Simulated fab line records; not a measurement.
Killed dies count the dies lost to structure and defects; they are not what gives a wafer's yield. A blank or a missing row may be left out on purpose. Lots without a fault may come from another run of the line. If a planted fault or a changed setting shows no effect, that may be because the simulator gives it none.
fab line records	flow n5_finfet
[record] lots = 8	wafers = 23	last_day = 21
route steps=1938 shown BEOL_M4@1111 BEOL_M8@1355 PASSIVATION@1936
lots that met no fault: from a run of the same line without faults
start_h: hours from the record's opening day to when the first of the lot's shown wafers began	wait_h: how many hours have passed since the lot's step before this one	" unchanged from the row above	L1.1+2: several wafers, shown together as one row	- no value, or no start given	* or withheld: withheld	< > ~ a bound
route shown NAME@n: a module of which the file shows steps, and the number in the route of the first	usual: mean and standard deviation over wafers with no fault	same: alike in all rows	chamber/n: place in a boat	sites: per-site readings	_std_site: how widely they spread, as a standard deviation	_edge_site: the outer-site mean with the inner-site mean subtracted	radius_mm: for every site, how far away it sits from the centre of the wafer	mask NAME#n: copy n	behind: the most recent tool/chamber to have shaped the wafer	hold: why the lot went on hold/how many hours it stayed there/how the hold came to an end	device: the transistor (n, p or np) that didn't switch	end of line: the route-end tests of the same wafers	a step given without rows: its recipe and nothing more	killed: not the wafer's yield, but the dies lost to structure and defects at the first sort	map: the dies of a wafer, with x for killed, . for not killed, _ for no die there
set.NAME: setting as actually run; set.NAME@STEP: the setting as run at that earlier step	model.NAME: the simulator's own value behind a step, which no gauge read
one table for each step of the route and one row for each wafer, over a sample of lots
services: a tool's chamber out of use, with start hour (start_h, from the record's first day; less than 0 if before it), hours out, and reason
[[steps]]
[step N5_BEOL_M4_RC_MEAS_101]
[usual] DIBL_N = 37.7/2	DIBL_P = 37.7/2.3	IOFF_N = 0.18/0.039	IOFF_P = 0.23/0.042	ION_N = 681/12	ION_P = 463/8	SS_N = 71.9/0.68	SS_P = 73.6/0.71	VT_N = 248/3.2	VT_P = -249/3.1
lot.wafer	tool	chamber	start_h	wait_h	DIBL_N[mV/V]	DIBL_P[mV/V]	IOFF_N[nA/um]	IOFF_P[nA/um]	ION_N[uA/um]	ION_P[uA/um]	SS_N[mV/dec]	SS_P[mV/dec]	VT_N[mV]	VT_P[mV]
L307.2	prober-02	0	265.07	0.2	42.7	41.4	0.26	0.31	704	480	73.3	74.6	244	-245
L307.5	"	0	"	"	36.7	34.8	0.13	0.18	672	465	71.3	72.9	254	-254
L307.6	"	0	"	"	42.0	40.6	0.25	0.30	707	482	72.9	74.4	245	-247
L305.3	prober-01	0	271.29	0.3	36.6	36.6	0.17	0.24	669	464	72.1	72.7	249	-245
L305.4	"	0	"	"	38.5	38.0	0.20	0.25	675	460	72.3	73.1	248	-243
L305.5	"	0	"	"	40.1	42.1	0.26	0.36	688	471	72.8	73.9	243	-241
L309.1	prober-01	0	278.27	0.0	36.2	35.5	0.13	0.16	658	441	72.6	73.6	254	-256
L309.4	"	0	"	"	37.5	38.0	0.16	0.20	679	457	72.2	72.6	251	-254
L309.6	"	0	"	"	41.2	40.8	0.24	0.24	677	452	72.4	74.0	245	-250
L315.1	prober-02	0	323.10	0.0	34.1	34.6	0.14	0.18	668	453	70.5	72.2	250	-252
L315.3	"	0	"	"	36.3	37.9	0.19	0.24	697	472	72.3	73.2	247	-248
L315.5	"	0	"	"	34.2	35.2	0.16	0.19	689	470	71.6	73.5	247	-249
L324.3	prober-01	0	378.16	0.3	38.2	38.9	0.19	0.24	685	466	71.8	73.5	246	-248
L324.6	"	0	"	"	33.5	32.8	0.11	0.16	674	461	70.6	72.8	254	-255
L325.1	prober-01	0	385.68	0.0	38.0	40.6	0.18	0.23	686	471	72.0	73.7	247	-252
L325.3	"	0	"	"	33.6	34.2	0.11	0.14	645	444	71.2	71.8	256	-253
L325.4	"	0	"	"	35.8	36.5	0.15	0.17	675	454	71.7	73.3	251	-256
L327.1	prober-02	0	389.10	0.0	39.4	38.3	0.22	0.26	685	469	73.2	73.9	245	-247
L327.5	"	0	"	"	36.0	34.0	0.17	0.19	680	459	71.6	72.8	249	-251
L327.6	"	0	"	"	38.5	39.8	0.22	0.30	688	471	71.4	73.6	244	-246
L328.2	prober-02	0	402.43	0.2	36.5	36.5	0.16	0.26	662	460	71.5	73.6	250	-245
L328.3	"	0	"	"	33.3	31.9	0.12	0.17	680	463	70.8	73.0	248	-251
L328.6	"	0	"	"	36.9	37.3	0.19	0.26	686	475	72.2	74.0	248	-246
[step N5_BEOL_M8_CD_MEAS_18]
[recipe] pitch_nm = 80	target_cd_nm = 40
[usual] cd_nm = 39.5/0.73
lot.wafer	tool	chamber	start_h	wait_h	cd_nm
L307.2	cd_sem-03	-	306.48	0.1	41.1
L307.5	"	-	"	"	38.9
L307.6	"	-	"	"	39.7
L305.3	cd_sem-01	-	307.67	0.1	39.0
L305.4	"	-	"	"	39.3
L305.5	"	-	"	"	38.4
L309.1	cd_sem-03	-	315.87	0.0	39.1
L309.4	"	-	"	"	39.7
L309.6	"	-	"	"	39.4
L315.1	cd_sem-02	-	354.95	0.0	39.3
L315.3	"	-	"	"	39.3
L315.5	"	-	"	"	40.3
L324.3	cd_sem-03	-	412.61	0.1	39.5
L324.6	"	-	"	"	39.1
L325.1	cd_sem-03	-	418.51	0.0	38.8
L325.3	"	-	"	"	39.7
L325.4	"	-	"	"	38.2
L327.1	cd_sem-01	-	425.34	0.0	40.5
L327.5	"	-	"	"	38.9
L327.6	"	-	"	"	40.2
L328.2	cd_sem-01	-	436.50	0.1	41.8
L328.3	"	-	"	"	41.3
L328.6	"	-	"	"	40.8
[step N5_BEOL_M8_DESCUM_33]
[recipe] chemistry = O2	time_s = 7	source_power_w = 50	bias_power_w = 20	pressure_mtorr = 20	rf_frequency_hz = 2.712e+07	temp_c = 40	resist = CAR-EUV	o2_flow_sccm = 225
[usual] drypump_motor_current_A = 6.0/0.4	oes_product_au = 0.81/0.081	rf_vpp_V = 243.7/1.4	showerhead_plenum_p_Torr = 2.12/0.066	throttle_valve_pct = 20.35/0.21
lot.wafer	tool	chamber	start_h	wait_h	drypump_motor_current_A	oes_product_au	rf_hours_counter_h	rf_vpp_V	showerhead_plenum_p_Torr	throttle_valve_pct
L307.2	rie_diel-01	0	307.71	0.5	6.2	0.78	129	243.0	2.18	20.35
L307.5	"	2	"	"	5.6	0.70	-	242.4	2.05	20.22
L307.6	"	3	"	"	6.5	0.71	-	244.1	2.08	20.29
L305.3	rie_diel-01	1	309.14	1.1	5.9	0.91	21	243.4	2.07	20.60
L305.4	"	0	"	"	6.2	0.77	130	245.2	2.18	20.37
L305.5	"	1	"	"	5.9	0.91	-	241.6	2.07	20.60
L309.1	rie_diel-05	0	318.52	0.4	5.7	0.76	109	245.6	2.20	20.15
L309.4	"	2	"	"	5.8	0.80	102	243.2	2.08	20.14
L309.6	"	0	"	"	5.7	0.76	-	245.6	2.20	20.16
L315.1	rie_diel-01	0	358.35	0.2	6.2	0.75	148	245.9	2.18	20.39
L315.3	"	1	"	"	5.9	0.88	39	241.0	2.06	20.63
L315.5	"	0	"	"	6.2	0.75	-	244.3	2.18	20.39
L324.3	rie_diel-05	0	413.22	0.0	5.7	0.73	144	244.9	2.18	20.22
L324.6	"	3	"	"	6.7	0.77	-	245.1	2.22	20.56
L325.1	rie_diel-04	2	419.29	0.0	5.7	0.72	183	242.9	2.05	20.27
L325.3	"	3	"	"	5.7	0.89	39	243.7	2.12	20.15
L325.4	"	0	"	"	5.1	0.84	58	241.0	2.04	20.39
L327.1	rie_diel-05	1	427.20	0.1	6.2	0.79	113	245.4	2.20	20.69
L327.5	"	0	"	"	5.7	0.73	-	244.9	2.18	20.21
L327.6	"	3	"	"	6.7	0.77	-	244.1	2.22	20.54
L328.2	rie_diel-05	3	437.44	0.2	6.8	0.75	121	243.7	2.22	20.55
L328.3	"	2	"	"	5.8	0.76	143	241.6	2.07	20.21
L328.6	"	1	"	"	6.2	0.79	-	245.2	2.19	20.69
[step N5_BEOL_M8_TRENCH_ETCH_37]
[recipe] chemistry = C4F6/O2	target_depth_a = 934.78	target = SiCOH_lowk	time_s = 31.2	ion_energy_ev = 250	pressure_mtorr = 30	source_w = 345	bias_w = 185	Ar_flow_sccm = 300	C4F6_flow_sccm = 10	O2_flow_sccm = 10
[usual] drypump_motor_current_A = 6.0/0.4	oes_ar_750_au = 0.81/0.079	oes_product_au = 0.81/0.083	rf_vpp_V = 669/20	showerhead_plenum_p_Torr = 2.88/0.095	throttle_valve_pct = 20.83/0.2
lot.wafer	tool	chamber	start_h	wait_h	drypump_motor_current_A	oes_ar_750_au	oes_product_au	rf_hours_counter_h	rf_vpp_V	showerhead_plenum_p_Torr	throttle_valve_pct
L307.2	rie_diel-01	0	307.98	-	6.2	0.78	0.76	129	656	3.01	21.07
L307.5	"	2	"	"	5.5	0.70	0.70	-	681	2.81	20.83
L307.6	"	3	"	"	6.4	0.69	0.69	-	677	2.80	20.65
L305.3	rie_diel-01	1	309.41	-	5.9	0.88	0.90	21	674	2.77	20.76
L305.4	"	0	"	"	6.2	0.78	0.77	130	655	3.00	21.08
L305.5	"	1	"	"	5.9	0.88	0.90	-	673	2.77	20.76
L309.1	rie_diel-05	0	318.80	-	5.7	0.78	0.77	109	646	2.98	20.70
L309.4	"	2	"	"	5.8	0.79	0.79	102	668	2.85	20.72
L309.6	"	0	"	"	5.7	0.79	0.77	-	647	2.98	20.70
L315.1	rie_diel-01	0	358.62	-	6.2	0.76	0.99	148	655	3.00	21.21
L315.3	"	1	"	"	5.9	0.84	1.16	39	673	2.76	20.87
L315.5	"	0	"	"	6.2	0.76	0.99	-	656	3.00	21.19
L324.3	rie_diel-05	0	413.49	-	5.7	0.76	0.74	144	646	2.97	20.76
L324.6	"	3	"	"	6.8	0.79	0.77	-	664	3.00	20.96
L325.1	rie_diel-04	2	419.56	-	5.7	0.71	0.72	183	700	2.82	20.86
L325.3	"	3	"	"	5.6	0.90	0.92	39	680	2.86	20.55
L325.4	"	0	"	"	5.1	0.87	0.84	58	624	2.74	20.68
L327.1	rie_diel-05	1	427.47	-	6.1	0.76	0.79	113	704	2.97	21.11
L327.5	"	0	"	"	5.7	0.75	0.74	-	645	2.97	20.76
L327.6	"	3	"	"	6.7	0.79	0.77	-	666	3.00	20.96
L328.2	rie_diel-05	3	437.72	-	6.7	0.78	0.78	121	664	2.99	20.96
L328.3	"	2	"	"	5.8	0.75	0.76	143	667	2.83	20.78
L328.6	"	1	"	"	6.2	0.76	0.79	-	705	2.97	21.12
[step N5_BEOL_M8_STRIP_80]
[recipe] chemistry = N2/H2	time_s = 10	power_w = 450	temp_c = 40	pressure_mtorr = 20	rf_frequency_hz = 6e+07	bias_power_w = 7	n2_flow_sccm = 200	h2_flow_sccm = 200
[usual] drypump_motor_current_A = 6.0/0.4	oes_product_au = 0.81/0.081	rf_vpp_V = 59.3/0.87	showerhead_plenum_p_Torr = 2.58/0.079	throttle_valve_pct = 23.7/0.42
lot.wafer	tool	chamber	start_h	wait_h	drypump_motor_current_A	oes_product_au	rf_hours_counter_h	rf_vpp_V	showerhead_plenum_p_Torr	throttle_valve_pct
L307.2	rie_diel-01	0	-	-	6.2	0.78	129	60.3	2.69	24.1
L307.5	"	2	"	"	5.5	0.70	-	59.0	2.52	23.4
L307.6	"	3	"	"	6.4	0.72	-	59.3	2.51	23.3
L305.3	rie_diel-01	1	-	-	6.0	0.90	21	59.5	2.48	23.9
L305.4	"	0	"	"	6.2	0.77	130	57.9	2.69	24.1
L305.5	"	1	"	"	5.9	0.90	-	58.8	2.47	23.9
L309.1	rie_diel-05	0	-	-	5.7	0.75	110	58.3	2.64	23.0
L309.4	"	2	"	"	5.8	0.80	102	60.8	2.57	23.7
L309.6	"	0	"	"	5.7	0.76	-	58.4	2.64	23.0
L315.1	rie_diel-01	0	-	-	6.2	0.76	148	59.3	2.68	24.1
L315.3	"	1	"	"	6.0	0.87	39	59.0	2.47	23.9
L315.5	"	0	"	"	6.2	0.76	-	58.8	2.68	24.1
L324.3	rie_diel-05	0	-	-	5.7	0.73	144	59.1	2.62	23.0
L324.6	"	3	"	"	6.7	0.77	-	59.0	2.64	23.3
L325.1	rie_diel-04	2	-	-	5.7	0.72	183	60.7	2.51	23.7
L325.3	"	3	"	"	5.7	0.88	39	60.3	2.57	23.3
L325.4	"	0	"	"	5.1	0.85	58	59.1	2.48	23.6
L327.1	rie_diel-05	1	-	-	6.2	0.79	113	59.4	2.68	24.4
L327.5	"	0	"	"	5.7	0.73	-	57.0	2.62	23.0
L327.6	"	3	"	"	6.7	0.76	-	59.7	2.64	23.3
L328.2	rie_diel-05	3	-	-	6.7	0.75	121	60.6	2.64	23.3
L328.3	"	2	"	"	5.8	0.77	143	60.3	2.55	23.7
L328.6	"	1	"	"	6.2	0.79	-	60.3	2.68	24.4
[step N5_BEOL_M8_OCD_MEAS_38]
[usual] trench_depth_nm = 93.8/1.9
lot.wafer	tool	chamber	start_h	wait_h	trench_depth_nm
L307.2	ocd-01	-	308.14	-	92.7
L307.5	"	-	"	"	92.6
L307.6	"	-	"	"	89.9
L305.3	ocd-02	-	309.57	-	94.4
L305.4	"	-	"	"	92.4
L305.5	"	-	"	"	94.2
L309.1	ocd-01	-	318.96	-	94.0
L309.4	"	-	"	"	92.3
L309.6	"	-	"	"	94.2
L315.1	ocd-02	-	358.78	-	139.6
L315.3	"	-	"	"	144.3
L315.5	"	-	"	"	140.5
L324.3	ocd-01	-	413.65	-	93.8
L324.6	"	-	"	"	94.8
L325.1	ocd-02	-	419.72	-	94.1
L325.3	"	-	"	"	98.2
L325.4	"	-	"	"	92.9
L327.1	ocd-02	-	427.63	-	94.7
L327.5	"	-	"	"	93.4
L327.6	"	-	"	"	93.3
L328.2	ocd-02	-	437.88	-	94.7
L328.3	"	-	"	"	91.9
L328.6	"	-	"	"	95.4
[step N5_BEOL_M8_THK_MEAS_53]
[recipe] thk_meas_gauge = xrf	reads = Cu_of_BEOL_M8_ECD_50
[usual] M8_THK = 78.0/2.5
lot.wafer	tool	chamber	start_h	wait_h	M8_THK[nm]
L307.2	film_metro-02	-	310.62	-	76.1
L307.5	"	-	"	"	75.8
L307.6	"	-	"	"	74.5
L305.3	film_metro-02	-	313.11	-	79.9
L305.4	"	-	"	"	77.1
L305.5	"	-	"	"	80.2
L309.1	film_metro-02	-	323.91	-	78.6
L309.4	"	-	"	"	76.5
L309.6	"	-	"	"	76.7
L315.1	film_metro-02	-	361.84	-	125.7
L315.3	"	-	"	"	128.4
L315.5	"	-	"	"	126.3
L324.3	film_metro-02	-	416.30	-	79.3
L324.6	"	-	"	"	77.4
L325.1	film_metro-01	-	422.36	-	76.9
L325.3	"	-	"	"	82.5
L325.4	"	-	"	"	77.3
L327.1	film_metro-02	-	430.84	-	79.0
L327.5	"	-	"	"	81.3
L327.6	"	-	"	"	78.9
L328.2	film_metro-02	-	440.74	-	79.7
L328.3	"	-	"	"	74.9
L328.6	"	-	"	"	80.2
[step N5_BEOL_M8_RS_MEAS_57]
[recipe] thk_meas_gauge = four-point-probe	reads = Cu_of_BEOL_M8_ECD_50+Co_of_BEOL_M8_CVD_78+TaN_of_BEOL_M8_ALD_77
[usual] M8_RS = 0.285/0.011
lot.wafer	tool	chamber	start_h	wait_h	M8_RS[ohm/sq]
L307.2	film_metro-02	-	310.75	0.1	0.294
L307.5	"	-	"	"	0.296
L307.6	"	-	"	"	0.302
L305.3	film_metro-02	-	313.24	0.1	0.276
L305.4	"	-	"	"	0.287
L305.5	"	-	"	"	0.275
L309.1	film_metro-02	-	324.04	0.1	0.283
L309.4	"	-	"	"	0.292
L309.6	"	-	"	"	0.292
L315.1	film_metro-01	-	362.00	0.1	0.167
L315.3	"	-	"	"	0.163
L315.5	"	-	"	"	0.166
L324.3	film_metro-02	-	416.47	0.1	0.284
L324.6	"	-	"	"	0.292
L325.1	film_metro-01	-	422.52	0.1	0.288
L325.3	"	-	"	"	0.266
L325.4	"	-	"	"	0.286
L327.1	film_metro-01	-	431.02	0.1	0.282
L327.5	"	-	"	"	0.272
L327.6	"	-	"	"	0.282
L328.2	film_metro-01	-	440.87	0.1	0.275
L328.3	"	-	"	"	0.294
L328.6	"	-	"	"	0.273
[step N5_PASSIVATION_PROBE_49]
[usual] defect_limited_yield = 91.1/1.4	killed_at_M0_to_M3 = 34/9.6	killed_at_M4_up = 15/5.3	killed_at_contacts = 12/6.1	killed_at_front_end = 40/11	killed_at_other = 3.5/2.8	killed_dies = 105/17	killed_open = 70/12	killed_short = 34/7.7	sort_bin_4_leakage = 0.01/0.07	sort_bin_5_function = 5.2/0.97	sort_bin_6_memory = 3.4/0.62	sort_bin_8_speed = 0.00/0.023	sort_n_pass = 1075/17	sort_yield_pct = 91.1/1.4
[same] gross_dies = 1180	killed_at_back_side = 0
lot.wafer	tool	chamber	start_h	wait_h	defect_limited_yield[%]	killed_at_M0_to_M3	killed_at_M4_up	killed_at_contacts	killed_at_front_end	killed_at_other	killed_dies	killed_open	killed_short	sort_bin_4_leakage[%]	sort_bin_5_function[%]	sort_bin_6_memory[%]	sort_bin_8_speed[%]	sort_n_pass	sort_yield_pct[%]
L315.1	prober-01	-	435.73	0.0	86.4	38	74	9	39	1	161	66	39	0	4.7	3.9	0	1019	86.4
L315.3	prober-01	-	435.83	0.1	68.4	36	288	7	39	3	373	73	30	0	5.5	3.1	0	807	68.4
L315.5	prober-01	-	435.93	0.2	90.1	34	35	8	37	3	117	74	27	0	4.7	3.6	0	1063	90.1
// killed by level:class
L315.1 BEOL_M8:area_etch=54 BEOL_M0_SAQP:geometric_particle:short=10 DUMMY_GATE:geometric_particle:open=9 BEOL_M2:geometric_particle:open=8 MOL_CONTACT_COAG:geometric_particle:open=6 BEOL_M0_SAQP:geometric_particle:open=6 FIN_SAQP:geometric_particle:short=5 FIN_SAQP:geometric_particle:open=5
L315.3 BEOL_M8:area_etch=269 BEOL_M3:geometric_particle:open=15 STI_FIN_REVEAL:geometric_particle:open=11 BEOL_M4:geometric_particle:open=8 FIN_SAQP:geometric_particle:open=5 DUMMY_GATE:geometric_particle:open=5 BEOL_M2:geometric_particle:open=5 DUMMY_GATE:geometric_particle:short=4
L315.5 BEOL_M2:geometric_particle:open=15 BEOL_M8:area_etch=15 STI_FIN_REVEAL:geometric_particle:open=13 BEOL_M1:geometric_particle:open=8 BEOL_M4:geometric_particle:open=8 FIN_SAQP:geometric_particle:open=7 FIN_SAQP:geometric_particle:short=7 MOL_CONTACT_COAG:geometric_particle:open=7
[[services]]
tool	chamber	start_h	hours	kind
rie_diel-04	-	287.48	28.1	pm
rie_diel-01	1	310.36	2.1	repair
rie_diel-04	2	339.41	7.8	repair
rie_diel-01	2	354.43	-	clean
rie_diel-01	2	354.43	-	consumable_replace:focus_ring
rie_diel-01	2	354.43	23.2	scheduled_down
rie_diel-01	2	354.43	23.2	vent_cycle
rie_diel-05	0	359.21	8.0	repair
rie_diel-01	3	377.91	-	clean
rie_diel-01	3	377.91	-	consumable_replace:focus_ring
rie_diel-01	3	377.91	30.8	scheduled_down
rie_diel-01	3	377.91	30.8	vent_cycle
rie_diel-05	-	410.63	0.9	repair
rie_diel-01	3	432.33	4.8	repair
[[key]]
[first_sign] step = N5_BEOL_M8_TRENCH_ETCH_37	reading = oes_product_au	direction = up	sigmas = 2.9	usual = 0.81	struck = 1.05
[effect] step = N5_BEOL_M8_OCD_MEAS_38	reading = trench_depth_nm	direction = up	sigmas = 25	usual = 93.8	struck = 141.5
[effect] step = N5_BEOL_M8_THK_MEAS_53	reading = M8_THK	direction = up	sigmas = 19	usual = 78.0	struck = 126.8
[effect] step = N5_BEOL_M8_RS_MEAS_57	reading = M8_RS	direction = down	sigmas = 11	usual = 0.285	struck = 0.166
[effect] step = N5_PASSIVATION_PROBE_49	reading = killed_at_M4_up	direction = up	sigmas = 22	usual = 15	struck = 132
[more_kills_born_at] N5_BEOL_M8_TRENCH_ETCH_37@rie_diel-01 = 338
met_at N5_BEOL_M8_TRENCH_ETCH_37
struck_lots L315
struck_wafers L315.1,L315.3,L315.5
not_acting_at N5_BEOL_M8_CD_MEAS_18,N5_BEOL_M8_DESCUM_33,N5_BEOL_M8_STRIP_80
onset_between 309.41 358.62
[fault] kind = process_parameter_drift	tool = rie_diel-01	chamber = -	onset_h = 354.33	steps = N5_BEOL_M8_TRENCH_ETCH_37	channel = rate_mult	offset = 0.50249	shape = step	end_h = 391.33	scope = struck_wafers_only
